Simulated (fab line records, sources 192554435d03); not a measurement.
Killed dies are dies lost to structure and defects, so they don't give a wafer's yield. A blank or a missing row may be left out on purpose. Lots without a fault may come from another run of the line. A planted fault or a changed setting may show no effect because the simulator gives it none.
Which tool did it? | flow n5_finfet | 9 lots, 26 wafers sampled, at 6 steps of a route of 1938

WHAT THE GAUGES READ, wafer by wafer
N5_BEOL_M4_OVL_MEAS_29. Usual: V3_OVL 0.3 nm, standard deviation 0.67.
lot  | measured     | on         | V3_OVL (nm)    | flag
L231 | day 7 11:41  | overlay-02 | 0.4 0.3 -0.6   |
L232 | day 7 21:47  | overlay-02 | 0.0 0.2 0.2    |
L240 | day 10 17:51 | overlay-01 | 0.0 1.1        |
L244 | day 10 20:00 | overlay-02 | -0.3 -0.3 -0.6 |
L245 | day 11 09:02 | overlay-02 | 0.3 -0.2 0.1   |
L246 | day 12 05:20 | overlay-02 | 1.0 0.9 1.0    |
L250 | day 12 06:11 | overlay-02 | 0.1 -0.3 -0.1  |
L252 | day 13 02:14 | overlay-01 | 0.4 0.2 1.4    |
L254 | day 13 17:51 | overlay-01 | 1.1 0.0 -0.1   |

N5_BEOL_M4_OCD_MEAS_38. Usual: trench_depth_nm 55.4 nm, standard deviation 0.97.
lot  | measured     | on     | trench_depth_nm (nm) | flag
L231 | day 7 16:33  | ocd-01 | 55.2 55.9 55.3       |
L232 | day 7 23:03  | ocd-01 | 56.2 54.8 56.3       |
L240 | day 10 19:01 | ocd-01 | 58.8 57.6            |
L244 | day 11 00:38 | ocd-02 | 53.8 55.4 53.6       |
L245 | day 11 12:28 | ocd-01 | 56.4 54.1 55.8       |
L246 | day 12 10:47 | ocd-02 | 55.5 54.0 54.7       |
L250 | day 12 17:56 | ocd-02 | 55.3 56.3 56.2       |
L252 | day 13 04:59 | ocd-01 | 56.7 55.0 54.3       |
L254 | day 13 23:38 | ocd-02 | 56.0 55.8 54.9       |

N5_BEOL_M4_RC_MEAS_101. Usual: DIBL_N 36.5 mV/V, standard deviation 1.4; DIBL_P 36.5 mV/V, standard deviation 1.6; IOFF_N 0.163 nA/um, standard deviation 0.022; IOFF_P 0.219 nA/um, standard deviation 0.029; ION_N 675 uA/um, standard deviation 8.3; ION_P 464 uA/um, standard deviation 6.2; SS_N 71.5 mV/dec, standard deviation 0.52; SS_P 73.4 mV/dec, standard deviation 0.57; VT_N 249.7 mV, standard deviation 2.6; VT_P -250 mV, standard deviation 3.
lot  | measured     | on        | DIBL_N (mV/V)  | DIBL_P (mV/V)  | IOFF_N (nA/um)    | IOFF_P (nA/um)    | ION_N (uA/um) | ION_P (uA/um) | SS_N (mV/dec)  | SS_P (mV/dec)  | VT_N (mV)         | VT_P (mV)      | flag
L231 | day 7 20:59  | prober-02 | 35.8 38.3 36.7 | 35.3 37.5 37.0 | 0.140 0.177 0.152 | 0.185 0.224 0.201 | 661 671 670   | 459 462 465   | 71.2 72.1 71.2 | 72.5 73.1 72.9 | 250.8 248.6 249.0 | -250 -247 -249 |
L232 | day 8 03:10  | prober-01 | 38.3 36.7 36.8 | 37.0 34.9 34.5 | 0.170 0.139 0.136 | 0.252 0.215 0.199 | 673 661 669   | 472 462 468   | 71.9 71.2 70.9 | 73.3 73.9 73.2 | 252.2 254.3 253.8 | -249 -248 -249 |
L240 | day 11 00:24 | prober-02 | 38.6 36.2      | 37.9 34.9      | 0.185 0.140       | 0.256 0.201       | 682 674       | 467 464       | 72.0 71.2      | 74.1 73.1      | 248.0 251.5       | -250 -250      |
L244 | day 11 06:36 | prober-01 | 34.8 35.3 36.8 | 35.5 36.7 38.5 | 0.147 0.165 0.186 | 0.234 0.258 0.295 | 664 683 668   | 466 474 473   | 71.8 72.0 73.2 | 73.1 73.3 73.8 | 249.3 247.6 245.2 | -247 -245 -242 |
L245 | day 11 18:43 | prober-02 | 34.4 35.7 35.8 | 35.2 37.0 36.9 | 0.136 0.159 0.158 | 0.204 0.217 0.223 | 666 682 670   | 464 461 466   | 71.6 71.2 71.7 | 73.7 73.5 73.5 | 253.6 253.2 249.6 | -250 -250 -249 |
L246 | day 12 15:24 | prober-01 | 38.6 38.1 38.4 | 37.1 36.5 36.5 | 0.181 0.173 0.177 | 0.226 0.205 0.205 | 682 678 665   | 462 456 450   | 72.3 72.3 71.2 | 73.7 73.7 73.2 | 246.5 248.6 249.0 | -251 -253 -254 |
L250 | day 12 21:46 | prober-02 | 37.2 37.7 38.3 | 37.0 38.1 38.3 | 0.176 0.195 0.203 | 0.219 0.232 0.244 | 682 694 682   | 461 469 465   | 71.7 71.5 71.7 | 73.5 73.2 73.7 | 249.3 247.1 246.3 | -250 -251 -250 |
L252 | day 13 10:22 | prober-01 | 35.9 34.6 36.0 | 37.2 35.2 37.6 | 0.158 0.136 0.166 | 0.203 0.166 0.203 | 675 668 682   | 467 458 463   | 71.4 70.9 71.8 | 73.2 73.3 73.5 | 251.6 251.9 249.8 | -253 -258 -252 |
L254 | day 14 04:43 | prober-02 | 36.6 37.2 34.9 | 35.7 36.7 33.8 | 0.149 0.164 0.132 | 0.218 0.243 0.196 | 661 665 667   | 460 458 467   | 71.8 72.8 71.7 | 73.4 73.9 72.7 | 251.6 250.0 254.0 | -250 -248 -251 |

WHICH TOOL RAN EACH LOT (tool, then ch and the chambers of the sampled wafers, then the start)
lot  | N5_BEOL_M4_ALD_98                 | N5_BEOL_M4_TRENCH_ETCH_37          | N5_BEOL_M4_PRE_CLEAN_45
L231 | ald_sin-04 ch 0,3, day 7 11:55    | rie_diel-01 ch 0,3, day 7 16:23    | pvd_sputter-03, day 7 17:06
L232 | ald_sin-04 ch 0,1,2, day 7 22:26  | rie_diel-02 ch 0,2,3, day 7 22:54  | pvd_sputter-02, day 7 23:28
L240 | ald_sin-02 ch 0,1, day 10 18:06   | rie_diel-05 ch 1,3, day 10 18:52   | pvd_sputter-01, day 10 20:52
L244 | ald_sin-02 ch 0,1, day 10 20:58   | rie_diel-02 ch 2,3, day 11 00:29   | pvd_sputter-02, day 11 01:21
L245 | ald_sin-02 ch 0,1,3, day 11 09:21 | rie_diel-02 ch 2,3, day 11 12:19   | pvd_sputter-01, day 11 12:55
L246 | ald_sin-02 ch 0,1,2, day 12 05:38 | rie_diel-02 ch 0,3, day 12 10:38   | pvd_sputter-01, day 12 11:43
L250 | ald_sin-04 ch 0,2,3, day 12 06:49 | rie_diel-01 ch 0,1,2, day 12 17:46 | pvd_sputter-01, day 12 18:21
L252 | ald_sin-02 ch 0,1, day 13 02:33   | rie_diel-01 ch 0,1,3, day 13 04:49 | pvd_sputter-01, day 13 05:53
L254 | ald_sin-02 ch 1,2,3, day 13 18:05 | rie_diel-01 ch 0,1,2, day 13 23:28 | pvd_sputter-03, day 14 00:05
- N5_BEOL_M4_ALD_98: deposits SiO2, target thk 2.5 nm, pulse time 1 s, co reactant pulse time 1 s.
- N5_BEOL_M4_TRENCH_ETCH_37: etches SiOC in C4F6/O2, target depth 55.555 nm, time 29.2 s.
- N5_BEOL_M4_PRE_CLEAN_45: time 30 s.

WHAT THE TOOLS THEMSELVES READ (means of the sampled wafers that have a number; where no wafer has one, the mark that the record gives instead)
N5_BEOL_M4_ALD_98. Usual: heater_power_w 75 W, standard deviation 6; precursor_pulse_height_rel 1.000, standard deviation 0.02.
lot  | tool       | heater_power_w (W) | precursor_pulse_height_rel | flag
L231 | ald_sin-04 | 80                 | 1.012                      |
L232 | ald_sin-04 | 77                 | 0.997                      |
L240 | ald_sin-02 | 73                 | 0.976                      |
L244 | ald_sin-02 | 75                 | 0.989                      |
L245 | ald_sin-02 | 72                 | 0.984                      |
L246 | ald_sin-02 | 71                 | 0.997                      |
L250 | ald_sin-04 | 76                 | 1.002                      |
L252 | ald_sin-02 | 73                 | 1.004                      |
L254 | ald_sin-02 | 69                 | 1.014                      |

N5_BEOL_M4_TRENCH_ETCH_37. Usual: chamber_pressure_mTorr 29.998 mTorr, standard deviation 0.027; drypump_motor_current_A 5.7 A, standard deviation 0.48; oes_product_au 0.78 a.u., standard deviation 0.096; rf_vpp_V 665 V, standard deviation 4.6; run_length_s 52.3 s, standard deviation 0.36; showerhead_plenum_p_Torr 2.80 Torr, standard deviation 0.04; throttle_valve_pct 20.88 %, standard deviation 0.27.
lot  | tool        | chamber_pressure_mTorr (mTorr) | drypump_motor_current_A (A) | oes_product_au (a.u.) | rf_vpp_V (V) | run_length_s (s) | showerhead_plenum_p_Torr (Torr) | throttle_valve_pct (%) | flag
L231 | rie_diel-01 | 30.003                         | 5.9                         | 0.83                  | 668          | 52.4             | 2.80                            | 20.64                  |
L232 | rie_diel-02 | 29.976                         | 5.9                         | 0.76                  | 663          | 52.0             | 2.83                            | 20.99                  |
L240 | rie_diel-05 | 30.008                         | 5.8                         | 0.81                  | 667          | 53.7             | 2.80                            | 20.91                  | OFF
L244 | rie_diel-02 | 29.995                         | 6.0                         | 0.73                  | 660          | 51.9             | 2.85                            | 21.16                  |
L245 | rie_diel-02 | 29.984                         | 6.0                         | 0.74                  | 663          | 52.2             | 2.84                            | 21.00                  |
L246 | rie_diel-02 | 29.976                         | 5.9                         | 0.74                  | 664          | 52.1             | 2.81                            | 20.87                  |
L250 | rie_diel-01 | 29.984                         | 6.0                         | 0.88                  | 664          | 52.4             | 2.78                            | 20.68                  |
L252 | rie_diel-01 | 30.007                         | 5.7                         | 0.82                  | 668          | 52.4             | 2.78                            | 20.74                  |
L254 | rie_diel-01 | 29.983                         | 6.0                         | 0.86                  | 664          | 52.6             | 2.77                            | 20.69                  |

N5_BEOL_M4_PRE_CLEAN_45. Usual: heater_power_w 338 W, standard deviation 39.
lot  | tool           | heater_power_w (W) | flag
L231 | pvd_sputter-03 | 337                |
L232 | pvd_sputter-02 | 340                |
L240 | pvd_sputter-01 | 362                |
L244 | pvd_sputter-02 | 355                |
L245 | pvd_sputter-01 | 366                |
L246 | pvd_sputter-01 | 346                |
L250 | pvd_sputter-01 | 310                |
L252 | pvd_sputter-01 | 356                |
L254 | pvd_sputter-03 | 326                |

THE ANSWER, worked out from the rows above alone
Rule: a lot is off if the mean of its wafers that have a number lies more than 3 standard deviations from the usual mean. A lot without any number at a reading at which 4 lots or more have one is off too. The other lots that the step has rows for count as sound. The gauges are gone through in route order, then the tools' own readings, and for those a lot's mean is taken as printed above. The first step at which some lot is off is used, and at that step the reading that is off furthest; a lot without a number counts as furthest.
Off: L240, at N5_BEOL_M4_TRENCH_ETCH_37 (run_length_s).
A tool fits if, at that step or a process step before it, it ran every lot that is off, and no sound lot after the first of them. One fits: rie_diel-05 at N5_BEOL_M4_TRENCH_ETCH_37. It ran no sound lot before its first lot that is off in this sample, so the start can't be narrowed down.
The tool's own readings at N5_BEOL_M4_TRENCH_ETCH_37 bear it out: on the lots that are off they differ by more than 5 times the standard deviation of the sound lots' means. run_length_s reads 53.7 s there against 52.2 s on the sound lots.

WHAT THE SIMULATOR HAD PUT IN
Process parameter drift: rie_diel-05, from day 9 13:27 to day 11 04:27, at N5_BEOL_M4_TRENCH_ETCH_37. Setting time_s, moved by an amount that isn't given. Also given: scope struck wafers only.
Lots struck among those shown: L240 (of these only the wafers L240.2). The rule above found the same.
